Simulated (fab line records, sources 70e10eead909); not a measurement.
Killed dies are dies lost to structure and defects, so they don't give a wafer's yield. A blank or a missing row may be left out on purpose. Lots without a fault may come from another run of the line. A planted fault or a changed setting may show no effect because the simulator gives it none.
Chamber matching | flow nand_harc | NHARC_P_M0_DEP_32 on pecvd-02: 3 sister chambers
The step deposits SiCN, target thk 30 nm. 18 wafers are shown with their chamber, then 9 later ones without.

WAFERS WITH THEIR CHAMBER
wafer  | chamber | heater_power_w (W) | rf_fwd_power_W (W)
L075.3 | 0       | 670                | 449.6
L075.4 | 1       | 604                | 449.1
L075.6 | 2       | 612                | 447.8
L078.1 | 1       | 547                | 451.3
L078.2 | 0       | 634                | 448.0
L078.4 | 0       | 649                | 448.7
L083.1 | 1       | 589                | 449.1
L083.3 | 2       | 538                | 448.3
L083.6 | 2       | 532                | 447.4
L085.1 | 1       | 583                | 449.4
L085.4 | 2       | 544                | 448.7
L085.6 | 0       | 740                | 450.7
L087.1 | 1       | 653                | 448.6
L087.3 | 0       | 731                | 449.4
L087.4 | 1       | 660                | 453.0
L089.1 | 2       | 543                | 449.0
L089.5 | 1       | 643                | 449.7
L089.6 | 0       | 665                | 450.1

SIGNATURES (means of the wafers above)
reading        | chamber 0 | chamber 1 | chamber 2 | scatter within a chamber
heater_power_w | 681.50    | 611.29    | 553.80    | 40.4
rf_fwd_power_W | 449.417   | 450.029   | 448.240   | 1.19
Rule: a wafer's distance from a chamber is the root of the sum, over the readings, of the square of ((its reading less the chamber's mean) divided by the reading's scatter). The wafer belongs to the nearest chamber; if the next one is less than 2 further off, it can't be placed. The scatter: the root of (the sum of the squares of (reading less its chamber's mean) over the shown wafers, divided by (wafers less chambers)).

WAFERS WITHOUT THEIR CHAMBER
wafer  | heater_power_w (W) | rf_fwd_power_W (W)
L090.4 | 734                | 447.8
L090.5 | 597                | 449.1
L090.6 | 578                | 449.8
L091.1 | 738                | 449.4
L091.3 | 536                | 450.1
L091.4 | 748                | 448.8
L094.4 | 592                | 448.7
L094.5 | 650                | 451.5
L094.6 | 671                | 450.7

WHICH CHAMBER EACH WENT THROUGH
wafer  | from the rows above          | in truth
L090.4 | can't be placed: 0 or 1      | 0
L090.5 | can't be placed: 1 or 2 or 0 | 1
L090.6 | can't be placed: 1 or 2 or 0 | 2
L091.1 | can't be placed: 0 or 1      | 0
L091.3 | can't be placed: 2 or 1      | 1
L091.4 | can't be placed: 0 or 1      | 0
L094.4 | can't be placed: 2 or 1 or 0 | 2
L094.5 | can't be placed: 1 or 0      | 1
L094.6 | can't be placed: 0 or 1      | 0
Placed correctly: 0 of 9. Can't be placed from these rows: 9 (the true chamber is among the candidates in 9). Placed wrongly: 0.
